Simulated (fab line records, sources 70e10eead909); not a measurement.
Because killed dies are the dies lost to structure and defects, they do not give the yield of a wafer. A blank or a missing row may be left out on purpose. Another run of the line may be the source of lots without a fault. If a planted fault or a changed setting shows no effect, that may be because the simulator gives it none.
fab line records	flow nand-harc
record: lots: 24	wafers: 72	last-day: 25
route steps=1159 shown A_SGD_CUT@767 A_SLIT@779 A_WL_FILL@809 A_CONTACT@869
lots that met no fault: from a run of the same line without faults
start-h: start of the lot's first displayed wafer, in hours after the record's first day	wait-h: time in hours since the lot's previous step	" same as the row above	L1.1+2: one row covering several wafers at once	- no value, or no start given	* or withheld: withheld	< > ~ a bound
route shown NAME@n: a module of which the file shows steps, and the number in the route of the first	usual: mean and standard deviation over wafers with no fault	same: alike in all rows	chamber/n: place in a boat	sites: the reading at each site	_std_site: the values' standard deviation	_edge_site: the outer-site mean with the inner-site mean subtracted	radius-mm: how far each site lies from the wafer's centre	mask NAME#n: copy n	behind: the most recent tool/chamber to have shaped the wafer	hold: the reason the lot was held/the length of the hold in hours/how it ended	device: names the non-switching transistor (n, p or np)	end of line: the tests these same wafers got at the end of their route	where a step has no rows: the recipe by itself	killed: dies that structure and defects cost at the first sort, which is not the same as the wafer's yield	map: per-die view of a wafer (x killed, . not killed, _ where there is no die)
set.NAME: the run value of the setting; set.NAME@STEP: its run value at that earlier step	model.NAME: the simulator's own value behind a step, which no gauge read
one table for each step of the route and one row for each wafer, over a sample of lots
services: the hour from which a tool's chamber was out of use, counted from the record's first day as start-h (under 0 if before that day), plus the number of hours and why
== steps ==
step: NHARC_A_SGD_CUT_STRIP_17
recipe: o2-flow-sccm: 500	ar-flow-sccm: 0	bias-w: 0	chemistry: O2
usual: drypump-motor-current-A: 5.8/0.46	mfc-ar-sccm: 0.015/0.013	oes-product-au: 1.004/0.011	rf-vpp-V: 57.7/0.94	showerhead-plenum-p-Torr: 3.49/0.16	throttle-valve-pct: 17.037/0.0099
lot.wafer	tool	chamber	start-h	wait-h	drypump-motor-current-A	mfc-ar-sccm	oes-product-au	rf-hours-counter-h	rf-vpp-V	showerhead-plenum-p-Torr	throttle-valve-pct
L074.2	rie-diel-09	0	-	-	5.7	0	1.020	4	57.0	3.41	17.040
L074.4	"	1	"	"	5.1	0.040	0.992	4	57.0	3.45	17.021
L074.3	"	2	"	"	5.1	0.005	0.994	3	56.8	3.36	17.023
L077.1	rie-diel-09	3	-	-	6.5	0.019	0.990	7	57.7	3.34	17.026
L077.3	"	0	"	"	5.7	0	1.015	7	56.7	3.41	17.016
L077.5	"	1	"	"	5.1	0.040	0.997	-	57.0	3.45	17.040
L075.3	rie-diel-03	1	-	-	5.7	0.020	1.025	12	57.9	3.30	17.047
L075.4	"	2	"	"	5.7	0.014	1.002	12	57.8	3.54	17.027
L075.1	"	3	"	"	6.0	0.003	1.005	12	57.8	3.31	17.051
L076.3	rie-diel-09	1	-	-	5.1	0.040	1.007	7	58.9	3.45	17.042
L076.1	"	2	"	"	5.1	0.005	1.021	6	57.1	3.36	17.038
L076.6	"	1	"	"	5.1	0.040	0.996	-	57.4	3.45	17.039
L080.2	rie-diel-06	2	-	-	5.9	0.036	0.999	6	58.2	3.76	17.024
L080.5	"	0	"	"	5.3	0.003	1.021	-	56.7	3.66	17.024
L080.6	"	1	"	"	6.0	0	1.009	-	58.5	3.30	17.035
L079.1	rie-diel-03	3	-	-	5.9	0.003	0.999	13	56.7	3.31	17.059
L079.4	"	2	"	"	5.7	0.014	0.995	13	57.5	3.54	17.030
L079.5	"	0	"	"	6.0	0.019	1.026	-	58.3	3.55	17.037
L078.2	rie-diel-06	2	-	-	5.9	0.036	1.002	6	58.6	3.76	17.030
L078.5	"	3	"	"	6.5	0.009	1.009	-	56.4	3.76	17.037
L078.6	"	0	"	"	5.3	0.003	1.020	-	57.0	3.66	17.051
L082.2	rie-diel-03	3	-	-	6.0	0.003	1.007	15	55.3	3.31	17.031
L082.1	"	0	"	"	6.0	0.019	1.021	15	57.9	3.55	17.028
L082.6	"	2	"	"	5.7	0.014	1.005	-	57.0	3.54	17.021
L081.2	rie-diel-09	3	-	-	6.5	0.019	0.988	10	58.3	3.34	17.023
L081.5	"	3	"	"	6.5	0.019	0.981	-	58.1	3.34	17.028
L081.6	"	0	"	"	5.7	0	1.010	-	58.8	3.41	17.033
L083.3	rie-diel-09	0	-	-	5.7	0	1.014	11	58.3	3.41	17.035
L083.4	"	2	"	"	5.1	0.005	1.004	8	56.6	3.36	17.042
L083.5	"	0	"	"	5.7	0	1.007	-	57.2	3.41	17.044
L084.1	rie-diel-03	1	-	-	5.7	0.020	1.016	16	56.7	3.30	17.022
L084.5	"	3	"	"	6.0	0.003	1.010	-	57.3	3.31	17.044
L084.6	"	0	"	"	6.0	0.019	1.008	-	57.6	3.55	17.035
L085.2	rie-diel-06	2	-	-	6.0	0.036	1.006	8	58.3	3.76	17.038
L085.3	"	3	"	"	6.5	0.009	1.011	7	59.0	3.75	17.043
L085.4	"	3	"	"	6.6	0.009	1.012	-	57.2	3.75	17.061
L086.4	rie-diel-06	2	396.73	0.1	6.0	0.036	0.998	-	58.3	3.76	17.048
L086.3	"	0	"	"	5.3	0.003	0.999	-	57.2	3.66	17.025
L086.6	"	2	"	"	6.0	0.036	0.999	-	59.3	3.76	17.049
L087.3	rie-diel-09	1	-	-	5.0	0.040	0.998	13	58.5	3.44	17.041
L087.4	"	2	"	"	5.1	0.005	1.006	12	59.2	3.36	17.024
L087.2	"	0	"	"	5.7	0	1.004	13	59.3	3.41	17.037
L088.2	rie-diel-09	1	-	-	5.0	0.040	0.994	13	58.0	3.44	17.024
L088.6	"	3	"	"	6.5	0.019	0.983	-	57.1	3.34	17.051
L088.5	"	0	"	"	5.7	0	0.994	-	56.2	3.41	17.056
L089.3	rie-diel-06	2	-	-	6.0	0.036	1.001	10	58.1	3.76	17.035
L089.4	"	0	"	"	5.3	0.003	1.011	-	59.1	3.66	17.041
L089.5	"	3	"	"	6.5	0.009	1.002	-	57.8	3.75	17.043
L091.3	rie-diel-03	2	-	-	5.7	0.014	0.981	3	56.8	3.54	17.040
L091.4	"	3	"	"	6.0	0.003	0.998	3	57.8	3.30	17.036
L091.2	"	1	"	"	5.7	0.020	0.988	3	57.1	3.29	17.063
L090.3	rie-diel-09	3	-	-	6.5	0.019	0.997	16	57.7	3.34	17.031
L090.4	"	0	"	"	5.7	0	0.991	16	56.2	3.41	17.029
L090.1	"	2	"	"	5.1	0.005	1.009	15	58.5	3.36	17.040
L092.1	rie-diel-03	3	-	-	6.0	0.003	1.017	4	56.7	3.30	17.035
L092.2	"	1	"	"	5.7	0.020	1.012	3	57.1	3.29	17.024
L092.5	"	2	"	"	5.7	0.014	1.001	-	57.3	3.54	17.048
L093.4	rie-diel-09	0	-	-	5.7	0	1.004	17	56.3	3.41	17.056
L093.2	"	2	"	"	5.1	0.005	1.007	15	57.5	3.35	17.041
L093.5	"	0	"	"	5.7	0	1.006	-	57.0	3.41	17.049
L095.4	rie-diel-03	3	-	-	6.0	0.003	0.998	5	59.5	3.30	17.041
L095.2	"	0	"	"	6.0	0.019	1.018	5	57.5	3.55	17.035
L095.6	"	3	"	"	5.9	0.003	1.015	-	57.3	3.30	17.041
L096.3	rie-diel-06	0	-	-	5.3	0.003	0.999	1	58.8	3.66	17.037
L096.1	"	3	"	"	6.5	0.009	0.993	1	58.1	3.75	17.044
L096.5	"	3	"	"	6.5	0.009	0.988	-	58.7	3.75	17.017
L094.1	rie-diel-03	2	-	-	5.7	0.014	1.002	5	58.8	3.54	17.046
L094.3	"	0	"	"	6.0	0.019	1.015	5	56.4	3.55	17.044
L094.5	"	2	"	"	5.7	0.014	0.998	-	56.7	3.54	17.017
L097.3	rie-diel-06	0	-	-	5.3	0.003	0.992	1	58.4	3.66	17.036
L097.2	"	2	"	"	6.0	0.036	1.010	1	59.2	3.76	17.033
L097.4	"	2	"	"	6.0	0.036	1.021	-	58.5	3.76	17.035
step: NHARC_A_SGD_CUT_STRIP_28
recipe: time-s: 20	o2-flow-sccm: 500	ar-flow-sccm: 0	bias-w: 0	chemistry: O2
usual: drypump-motor-current-A: 5.8/0.44	mfc-ar-sccm: 0.014/0.012	oes-product-au: 1.006/0.011	rf-vpp-V: 57.8/0.88	showerhead-plenum-p-Torr: 3.51/0.17	throttle-valve-pct: 17.037/0.0092
lot.wafer	tool	chamber	start-h	wait-h	drypump-motor-current-A	mfc-ar-sccm	oes-product-au	rf-hours-counter-h	rf-vpp-V	showerhead-plenum-p-Torr	throttle-valve-pct
L074.3	rie-diel-03	1	-	-	5.7	0.020	1.010	10	58.4	3.30	17.040
L074.4	"	2	"	"	5.6	0.014	1.015	10	57.0	3.55	17.019
L074.2	"	3	"	"	6.0	0.003	1.000	11	56.9	3.31	17.046
L075.4	rie-diel-03	2	-	-	5.7	0.014	1.001	13	57.3	3.55	17.038
L075.1	"	3	"	"	5.9	0.003	1.002	13	56.9	3.31	17.029
L075.3	"	0	"	"	6.0	0.019	1.023	13	57.1	3.55	17.027
L077.3	rie-diel-09	0	-	-	5.7	0	1.019	8	56.4	3.41	17.044
L077.1	"	3	"	"	6.5	0.019	0.992	8	55.0	3.34	17.031
L077.5	"	0	"	"	5.7	0	1.031	-	57.0	3.41	17.030
L076.1	rie-diel-09	1	-	-	5.1	0.040	1.004	8	58.5	3.45	17.048
L076.3	"	0	"	"	5.7	0	1.003	8	57.9	3.41	17.055
L076.6	"	1	"	"	5.1	0.040	0.999	-	57.7	3.45	17.047
L078.2	rie-diel-03	2	-	-	5.7	0.014	1.003	13	58.6	3.54	17.014
L078.5	"	2	"	"	5.7	0.014	0.992	-	57.2	3.54	17.031
L078.6	"	3	"	"	6.0	0.003	1.012	-	57.1	3.31	17.040
L079.1	rie-diel-09	0	-	-	5.7	0	1.018	8	57.8	3.41	17.046
L079.4	"	1	"	"	5.1	0.040	1.007	8	57.9	3.45	17.040
L079.5	"	1	"	"	5.1	0.040	1.012	-	57.4	3.45	17.044
L080.2	rie-diel-06	0	-	-	5.3	0.003	1.017	6	57.8	3.66	17.043
L080.5	"	2	"	"	6.0	0.036	1.004	-	57.8	3.76	17.046
L080.6	"	3	"	"	6.5	0.009	1.019	-	58.1	3.76	17.028
L082.2	rie-diel-03	3	-	-	6.0	0.003	1.003	15	59.2	3.31	17.031
L082.1	"	2	"	"	5.7	0.014	0.991	15	58.6	3.54	17.030
L082.6	"	3	"	"	6.0	0.003	1.007	-	57.4	3.31	17.024
L081.2	rie-diel-06	3	362.88	0.1	6.5	0.009	1.009	6	57.7	3.75	17.021
L081.5	"	0	"	"	5.3	0.003	1.016	-	56.5	3.66	17.031
L081.6	"	3	"	"	6.5	0.009	1.005	-	57.5	3.76	17.020
L084.1	rie-diel-09	3	-	-	6.5	0.019	0.992	12	57.5	3.34	17.029
L084.6	"	2	"	"	5.1	0.005	0.999	-	57.1	3.36	17.042
L084.5	"	3	"	"	6.5	0.019	0.997	-	57.5	3.34	17.051
L083.3	rie-diel-06	2	376.52	0.1	5.9	0.036	1.001	8	59.1	3.76	17.040
L083.5	"	3	"	"	6.5	0.009	0.999	-	57.1	3.75	17.025
L083.4	"	0	"	"	5.3	0.003	1.005	-	58.0	3.66	17.042
L085.3	rie-diel-06	0	381.29	0.2	5.3	0.003	1.013	8	59.0	3.66	17.037
L085.2	"	3	"	"	6.5	0.009	0.996	7	58.0	3.75	17.032
L085.4	"	2	"	"	6.0	0.036	1.011	-	59.0	3.76	17.055
L088.2	rie-diel-09	1	-	-	5.1	0.040	1.011	14	57.7	3.44	17.050
L088.6	"	0	"	"	5.7	0	1.015	-	56.7	3.41	17.045
L088.5	"	1	"	"	5.1	0.040	1.006	-	56.9	3.44	17.032
L086.3	rie-diel-03	2	-	-	5.7	0.014	0.993	1	58.8	3.54	17.019
L086.4	"	3	"	"	6.0	0.003	0.997	1	58.3	3.30	17.043
L086.6	"	2	"	"	5.6	0.014	0.993	-	56.3	3.54	17.047
L089.3	rie-diel-06	3	403.82	0.2	6.5	0.009	1.018	9	58.8	3.75	17.052
L089.4	"	0	"	"	5.3	0.003	1.024	-	59.3	3.66	17.040
L089.5	"	2	"	"	6.0	0.036	1.002	-	59.3	3.76	17.037
L087.3	rie-diel-06	0	403.87	0.1	5.3	0.003	1.009	10	57.8	3.66	17.029
L087.2	"	3	"	"	6.5	0.009	1.017	9	58.1	3.75	17.047
L087.4	"	0	"	"	5.3	0.003	1.009	-	57.1	3.66	17.023
L090.3	rie-diel-06	0	432.48	0.1	5.3	0.003	1.005	1	59.0	3.65	17.033
L090.1	"	2	"	"	6.0	0.036	1.012	1	59.3	3.76	17.028
L090.4	"	3	"	"	6.5	0.009	0.985	-	59.3	3.75	17.041
L091.2	rie-diel-03	0	-	-	6.0	0.019	1.027	5	57.8	3.55	17.039
L091.3	"	1	"	"	5.7	0.020	0.996	6	57.9	3.29	17.053
L091.4	"	2	"	"	5.6	0.014	0.998	5	57.3	3.54	17.042
L092.2	rie-diel-03	3	-	-	6.0	0.003	1.003	6	57.5	3.30	17.044
L092.1	"	2	"	"	5.7	0.014	1.002	5	57.0	3.54	17.021
L092.5	"	3	"	"	6.0	0.003	1.003	-	58.2	3.30	17.041
L094.1	rie-diel-03	3	-	-	6.0	0.003	1.009	6	58.4	3.30	17.023
L094.3	"	1	"	"	5.7	0.020	1.009	6	57.5	3.29	17.046
L094.5	"	3	"	"	6.0	0.003	1.008	-	55.7	3.30	17.042
L095.2	rie-diel-06	0	-	-	5.3	0.003	0.991	2	59.0	3.66	17.029
L095.6	"	0	"	"	5.3	0.003	0.999	-	58.2	3.65	17.032
L095.4	"	3	"	"	6.5	0.009	0.978	-	57.1	3.75	17.043
L096.3	rie-diel-03	2	-	-	5.6	0.014	0.987	6	56.0	3.54	17.036
L096.1	"	3	"	"	6.0	0.003	1.005	6	57.8	3.30	17.043
L096.5	"	0	"	"	6.0	0.019	1.008	-	59.5	3.55	17.047
L097.3	rie-diel-06	0	436.38	0.1	5.3	0.003	0.991	2	57.8	3.65	17.034
L097.2	"	1	"	"	5.9	0	0.993	0	56.9	3.29	17.046
L097.4	"	3	"	"	6.5	0.009	0.993	-	58.4	3.75	17.041
L093.2	rie-diel-03	1	-	-	5.7	0.020	1.009	6	58.6	3.29	17.038
L093.4	"	0	"	"	5.9	0.019	1.028	6	58.1	3.55	17.033
L093.5	"	2	"	"	5.7	0.014	0.988	-	58.1	3.54	17.028
step: NHARC_A_SLIT_DEP_25
recipe: target-thk-a: 2000	temp-c: 400	pressure-torr: 6.5	rf-w: 900	teos-flow-sccm: 161.4	flow-sccm: 2650	target-thk-nm: 200	gas: O2	material: SiO2
usual: heater-power-outer-w: 285/62	heater-power-w: 544/110	rf-fwd-power-W: 897.1/2.9	throttle-valve-pct: 16.2/0.43
lot.wafer	tool	chamber	start-h	wait-h	heater-power-outer-w	heater-power-w	rf-fwd-power-W	throttle-valve-pct
L074.2	pecvd-02	0	302.34	0.1	231	459	896.8	16.1
L074.3	"	2	"	"	403	762	903.2	15.9
L074.4	"	1	"	"	220	482	895.8	16.1
L075.1	pecvd-02	2	329.98	0.1	387	776	893.6	16.0
L075.3	"	0	"	"	326	583	901.9	15.8
L075.4	"	2	"	"	398	772	896.9	15.9
L077.1	pecvd-01	0	330.02	0.1	313	521	898.2	16.7
L077.3	"	1	"	"	263	522	900.9	15.7
L077.5	"	1	"	"	165	383	900.2	15.7
L076.3	pecvd-04	1	330.07	0.1	395	760	892.7	17.1
L076.1	"	2	"	"	167	372	898.1	16.8
L076.6	"	1	"	"	397	744	895.1	17.0
L080.2	pecvd-01	1	336.02	0.1	258	505	898.9	15.7
L080.6	"	1	"	"	161	381	898.5	15.8
L080.5	"	2	"	"	280	493	892.0	16.4
L079.1	pecvd-04	1	336.21	0.2	398	771	901.6	17.0
L079.5	"	1	"	"	397	765	896.9	17.4
L079.4	"	2	"	"	184	391	898.6	16.8
L078.2	pecvd-01	1	336.34	0.4	257	504	894.7	15.6
L078.6	"	0	"	"	253	453	895.3	16.8
L078.5	"	1	"	"	262	517	897.2	15.8
L082.2	pecvd-01	0	363.01	0.1	302	502	894.9	16.5
L082.1	"	1	"	"	164	387	893.0	15.6
L082.6	"	1	"	"	175	396	901.8	15.7
L081.2	pecvd-02	1	363.08	0.1	289	573	900.2	15.8
L081.5	"	0	"	"	290	540	897.0	15.6
L081.6	"	2	"	"	405	800	898.1	15.7
L083.3	pecvd-02	2	376.69	0.1	293	658	897.7	15.9
L083.5	"	2	"	"	310	671	896.8	16.2
L083.4	"	1	"	"	190	430	892.3	15.7
L084.1	pecvd-01	1	376.70	0.1	236	485	899.0	16.1
L084.6	"	1	"	"	244	499	893.1	15.9
L084.5	"	2	"	"	270	476	895.7	16.5
L085.3	pecvd-02	1	381.51	0.1	284	555	903.4	15.8
L085.2	"	2	"	"	392	772	895.9	16.1
L085.4	"	1	"	"	292	541	900.4	15.4
L088.2	pecvd-04	2	404.16	0.4	247	481	894.1	16.5
L088.6	"	0	"	"	316	593	897.0	15.9
L088.5	"	2	"	"	151	357	893.4	16.6
L086.3	pecvd-01	0	404.19	0.3	262	448	900.4	16.6
L086.6	"	0	"	"	268	456	895.6	16.8
L086.4	"	1	"	"	197	429	898.4	16.0
L089.4	pecvd-02	0	404.29	0.4	336	613	894.8	15.8
L089.3	"	2	"	"	410	784	897.6	16.0
L089.5	"	2	"	"	423	811	894.0	16.0
L087.2	pecvd-02	0	404.52	0.5	314	558	897.3	15.9
L087.4	"	0	"	"	313	566	895.4	15.9
L087.3	"	2	"	"	290	639	894.3	16.1
L090.1	pecvd-01	2	432.73	0.1	310	556	895.4	16.1
L090.3	"	0	"	"	290	504	899.8	16.8
L090.4	"	1	"	"	253	487	892.5	15.7
L091.2	pecvd-02	2	432.83	0.2	343	696	893.1	16.3
L091.3	"	0	"	"	323	576	900.9	15.7
L091.4	"	0	"	"	338	591	897.7	15.8
L092.1	pecvd-01	2	432.93	0.3	259	485	899.2	16.2
L092.2	"	1	"	"	212	448	899.8	15.8
L092.5	"	1	"	"	224	447	900.4	15.9
L094.1	pecvd-01	2	436.40	0.1	289	503	897.4	16.0
L094.3	"	1	"	"	244	505	900.3	15.9
L094.5	"	0	"	"	309	539	898.0	16.7
L096.1	pecvd-02	0	436.67	0.2	246	477	895.2	15.8
L096.3	"	1	"	"	260	532	897.3	15.7
L096.5	"	1	"	"	261	522	899.2	15.9
L097.2	pecvd-04	2	436.67	0.2	214	455	898.2	16.5
L097.3	"	1	"	"	329	658	893.5	16.9
L097.4	"	0	"	"	287	559	898.4	16.1
L095.2	pecvd-01	2	436.67	0.2	273	493	898.9	16.2
L095.4	"	1	"	"	252	492	897.6	15.6
L095.6	"	2	"	"	274	497	891.2	16.3
L093.2	pecvd-01	1	436.95	0.4	179	405	894.4	15.9
L093.4	"	2	"	"	233	444	899.7	16.0
L093.5	"	0	"	"	245	447	901.1	16.9
step: NHARC_A_WL_FILL_ALD_00
recipe: target-thk-a: 30	pulse-time-s: 3	ald-cycles: 30	temp-c: 300	material: Al2O3
usual: heater-power-outer-w: 260/29	heater-power-w: 469/55	precursor-pulse-height-rel: 0.999/0.019
lot.wafer	tool	chamber	start-h	wait-h	heater-power-outer-w	heater-power-w	precursor-pulse-height-rel
L074.2	ald-hk-01	1	323.78	0.5	207	378	0.936
L074.4	"	2	"	"	239	433	0.985
L074.3	"	0	"	"	283	534	1.017
L075.4	ald-hk-01	0	344.34	0.1	274	536	1.011
L075.1	"	1	"	"	211	373	1.002
L075.3	"	2	"	"	240	445	1.015
L077.3	ald-hk-01	0	344.48	0.2	277	525	1.024
L077.1	"	3	"	"	251	444	1.006
L077.5	"	0	"	"	286	528	1.020
L076.3	ald-hk-01	1	344.65	0.4	205	383	0.990
L076.1	"	3	"	"	249	445	1.018
L076.6	"	2	"	"	243	437	0.979
L079.1	ald-hk-02	2	353.59	0.1	250	455	0.972
L079.4	"	3	"	"	291	494	1.027
L079.5	"	3	"	"	293	499	0.994
L080.2	ald-hk-01	3	353.60	0.1	246	455	1.012
L080.5	"	3	"	"	243	439	0.961
L080.6	"	0	"	"	289	519	1.003
L078.2	ald-hk-02	2	353.81	0.3	248	444	1.008
L078.6	"	0	"	"	230	434	1.015
L078.5	"	1	"	"	298	520	1.018
L081.2	ald-hk-02	3	382.06	0.1	288	498	0.997
L081.5	"	3	"	"	295	502	1.005
L081.6	"	0	"	"	232	440	0.985
L082.1	ald-hk-01	3	382.09	0.1	251	447	0.977
L082.2	"	0	"	"	285	518	1.000
L082.6	"	2	"	"	251	434	0.962
L084.1	ald-hk-03	1	393.50	0.1	267	454	0.997
L084.6	"	1	"	"	271	454	1.013
L084.5	"	2	"	"	242	444	0.994
L083.4	ald-hk-01	0	393.56	0.1	284	535	0.990
L083.3	"	1	"	"	214	384	1.010
L083.5	"	3	"	"	254	445	1.014
L085.4	ald-hk-01	1	398.77	0.1	205	379	0.994
L085.3	"	2	"	"	242	435	0.974
L085.2	"	3	"	"	249	474	1.007
L088.2	ald-hk-03	3	418.44	0.1	298	503	1.008
L088.5	"	2	"	"	234	449	1.027
L088.6	"	3	"	"	302	495	1.004
L086.4	ald-hk-01	2	418.50	0.1	245	440	1.019
L086.3	"	0	"	"	278	505	1.002
L086.6	"	2	"	"	247	435	0.996
L087.3	ald-hk-03	1	418.61	0.2	269	448	1.006
L087.2	"	2	"	"	235	458	0.977
L087.4	"	3	"	"	297	505	1.000
L089.3	ald-hk-01	3	418.64	0.2	242	438	0.987
L089.4	"	1	"	"	216	377	1.041
L089.5	"	3	"	"	244	441	1.015
L090.3	ald-hk-02	3	447.78	0.1	289	506	0.996
L090.4	"	0	"	"	229	432	0.986
L090.1	"	2	"	"	253	463	1.007
L091.2	ald-hk-03	0	447.78	0.1	299	576	1.009
L091.3	"	2	"	"	237	453	1.010
L091.4	"	3	"	"	298	486	0.996
L092.1	ald-hk-03	1	447.97	0.2	269	460	0.974
L092.2	"	3	"	"	300	500	1.008
L092.5	"	1	"	"	270	457	0.980
L095.2	ald-hk-01	2	455.38	0.1	247	438	0.975
L095.4	"	3	"	"	249	442	1.010
L095.6	"	3	"	"	240	450	0.967
L094.3	ald-hk-02	2	455.39	0.1	257	466	0.978
L094.1	"	0	"	"	231	447	1.005
L094.5	"	1	"	"	298	514	1.017
L096.3	ald-hk-01	1	458.71	0.1	219	379	0.987
L096.1	"	2	"	"	252	433	1.001
L096.5	"	1	"	"	214	398	0.989
L093.4	ald-hk-03	1	458.73	0.1	266	452	0.962
L093.2	"	3	"	"	300	494	1.018
L093.5	"	1	"	"	263	459	1.010
L097.2	ald-hk-03	3	458.87	0.2	292	501	1.006
L097.3	"	0	"	"	305	588	0.972
L097.4	"	2	"	"	242	464	0.986
step: NHARC_A_CONTACT_ETCH_118
recipe: source-w: withheld	pressure-mtorr: 20	bias-v: 3000	time-s: 94	target-depth-a: 9220	ar-flow-sccm: withheld	c4f8-flow-sccm: withheld	o2-flow-sccm: withheld	chemistry: C4F8/O2/Ar
lot.wafer	tool	chamber	start-h	wait-h	rf-hours-counter-h
L074.2	har-cap-etch-03	0	359.23	0.1	79
L074.3	"	1	"	"	-
L074.4	"	0	"	"	-
L077.1	har-cap-etch-02	1	383.39	0.1	11
L077.3	"	0	"	"	-
L077.5	"	0	"	"	-
L075.1	har-cap-etch-01	0	383.40	0.1	57
L075.4	"	1	"	"	-
L075.3	"	0	"	"	-
L076.1	har-cap-etch-02	0	386.95	0.1	12
L076.3	"	0	"	"	-
L076.6	"	0	"	"	-
L079.1	har-cap-etch-01	1	387.97	0.1	59
L079.4	"	1	"	"	-
L079.5	"	1	"	"	-
L078.2	har-cap-etch-01	1	393.30	0.1	60
L078.5	"	0	"	"	-
L078.6	"	1	"	"	-
L080.2	har-cap-etch-01	1	397.54	0.1	61
L080.6	"	1	"	"	-
L080.5	"	0	"	"	-
L082.2	har-cap-etch-01	0	423.15	0.1	64
L082.1	"	1	"	"	64
L082.6	"	0	"	"	-
L081.2	har-cap-etch-03	0	423.25	0.1	91
L081.6	"	0	"	"	-
L081.5	"	1	"	"	-
L083.3	har-cap-etch-02	0	427.97	0.1	-
L083.4	"	1	"	"	-
L083.5	"	1	"	"	-
L084.1	har-cap-etch-01	0	428.43	0.1	65
L084.5	"	1	"	"	-
L084.6	"	0	"	"	-
L085.2	har-cap-etch-03	0	435.46	0.1	93
L085.3	"	0	"	"	-
L085.4	"	1	"	"	-
L086.4	har-cap-etch-02	1	454.04	0.1	-
L086.3	"	0	"	"	-
L086.6	"	1	"	"	-
L087.2	har-cap-etch-03	1	454.09	0.1	96
L087.3	"	1	"	"	-
L087.4	"	0	"	"	-
L088.2	har-cap-etch-01	1	460.29	0.1	69
L088.5	"	0	"	"	-
L088.6	"	1	"	"	-
L089.4	har-cap-etch-03	0	460.36	0.1	-
L089.3	"	1	"	"	-
L089.5	"	1	"	"	-
L091.2	har-cap-etch-03	1	484.39	0.1	101
L091.3	"	1	"	"	-
L091.4	"	0	"	"	-
L090.1	har-cap-etch-01	0	484.62	0.1	73
L090.4	"	0	"	"	-
L090.3	"	1	"	"	-
L092.1	har-cap-etch-02	0	493.55	0.1	28
L092.2	"	1	"	"	28
L092.5	"	0	"	"	-
L094.1	har-cap-etch-03	0	500.94	0.1	104
L094.3	"	1	"	"	-
L094.5	"	0	"	"	-
L095.2	har-cap-etch-01	1	503.44	0.1	76
L095.4	"	1	"	"	-
L095.6	"	1	"	"	-
L096.1	har-cap-etch-03	1	505.22	0.1	105
L096.3	"	0	"	"	-
L096.5	"	1	"	"	-
L093.2	har-cap-etch-01	0	509.21	0.1	77
L093.4	"	0	"	"	-
L093.5	"	1	"	"	-
L097.2	har-cap-etch-01	1	511.54	0.1	78
L097.3	"	0	"	"	-
L097.4	"	1	"	"	-
step: NHARC_A_CONTACT_ETCH_123
recipe: source-w: withheld	pressure-mtorr: 20	bias-v: 400	time-s: 253	target-depth-a: 10900	ar-flow-sccm: withheld	c4f8-flow-sccm: 11.5	o2-flow-sccm: 7.2	chemistry: C4F8/O2/Ar
lot.wafer	tool	chamber	start-h	wait-h	rf-hours-counter-h
L074.2	har-cap-etch-03	0	359.73	0.1	79
L074.3	"	1	"	"	-
L074.4	"	0	"	"	-
L077.1	har-cap-etch-02	1	383.84	0.1	11
L077.3	"	0	"	"	-
L077.5	"	0	"	"	-
L075.1	har-cap-etch-01	0	384.06	0.2	58
L075.4	"	1	"	"	-
L075.3	"	0	"	"	-
L076.1	har-cap-etch-02	0	387.44	0.1	13
L076.3	"	0	"	"	-
L076.6	"	0	"	"	-
L079.1	har-cap-etch-01	1	388.63	0.2	59
L079.4	"	1	"	"	-
L079.5	"	1	"	"	-
L078.2	har-cap-etch-01	1	393.80	0.1	60
L078.5	"	0	"	"	-
L078.6	"	1	"	"	-
L080.2	har-cap-etch-01	1	398.00	0.1	61
L080.6	"	1	"	"	-
L080.5	"	0	"	"	-
L082.2	har-cap-etch-01	0	423.61	0.1	64
L082.1	"	1	"	"	64
L082.6	"	0	"	"	-
L081.2	har-cap-etch-03	0	423.86	0.1	91
L081.6	"	0	"	"	-
L081.5	"	1	"	"	-
L083.3	har-cap-etch-02	0	428.51	0.2	-
L083.4	"	1	"	"	-
L083.5	"	1	"	"	-
L084.1	har-cap-etch-01	0	428.93	0.1	65
L084.5	"	1	"	"	-
L084.6	"	0	"	"	-
L085.2	har-cap-etch-03	0	435.91	0.1	94
L085.3	"	0	"	"	-
L085.4	"	1	"	"	-
L087.2	har-cap-etch-03	1	454.70	0.1	96
L087.3	"	1	"	"	-
L087.4	"	0	"	"	-
L086.4	har-cap-etch-02	1	454.76	0.2	-
L086.3	"	0	"	"	-
L086.6	"	1	"	"	-
L089.4	har-cap-etch-03	0	460.89	0.2	-
L089.3	"	1	"	"	-
L089.5	"	1	"	"	-
L088.2	har-cap-etch-01	1	460.95	0.2	70
L088.5	"	0	"	"	-
L088.6	"	1	"	"	-
L091.2	har-cap-etch-03	1	484.85	0.1	102
L091.3	"	1	"	"	-
L091.4	"	0	"	"	-
L090.1	har-cap-etch-01	0	485.08	0.1	73
L090.4	"	0	"	"	-
L090.3	"	1	"	"	-
L092.1	har-cap-etch-02	0	494.16	0.1	29
L092.2	"	1	"	"	29
L092.5	"	0	"	"	-
L094.1	har-cap-etch-03	0	501.40	0.1	104
L094.3	"	1	"	"	-
L094.5	"	0	"	"	-
L095.2	har-cap-etch-01	1	503.93	0.1	76
L095.4	"	1	"	"	-
L095.6	"	1	"	"	-
L096.1	har-cap-etch-03	1	505.67	0.1	105
L096.3	"	0	"	"	-
L096.5	"	1	"	"	-
L093.2	har-cap-etch-01	0	509.67	0.1	78
L093.4	"	0	"	"	-
L093.5	"	1	"	"	-
L097.2	har-cap-etch-01	1	512.03	0.1	79
L097.3	"	0	"	"	-
L097.4	"	1	"	"	-
== services ==
tool	chamber	start-h	hours	kind
har-cap-etch-02	-	276.22	0.4	repair
rie-diel-09	2	280.98	13.6	repair
rie-diel-03	0	284.98	3.8	repair
pecvd-02	0	285.00	13.4	repair
rie-diel-09	3	285.82	5.2	repair
pecvd-02	-	292.89	1.9	repair
har-cap-etch-02	-	305.00	17.0	pm
rie-diel-03	2	325.88	2.7	repair
pecvd-02	-	334.02	13.0	pm
rie-diel-06	1	354.61	79.9	repair
rie-diel-06	-	356.93	1.1	repair
rie-diel-06	3	382.19	3.6	repair
rie-diel-06	3	388.27	8.5	repair
rie-diel-03	-	392.30	9.0	pm
pecvd-02	1	400.68	11.8	repair
ald-hk-01	-	406.83	10.0	pm
rie-diel-03	2	410.34	6.7	repair
pecvd-01	-	418.13	13.0	pm
rie-diel-06	-	418.27	9.0	pm
rie-diel-09	-	431.10	9.0	pm
rie-diel-06	2	436.20	4.8	repair
pecvd-01	-	442.43	0.9	repair
pecvd-02	1	454.70	16.9	repair
rie-diel-06	3	464.75	4.4	repair
== key ==
fault none
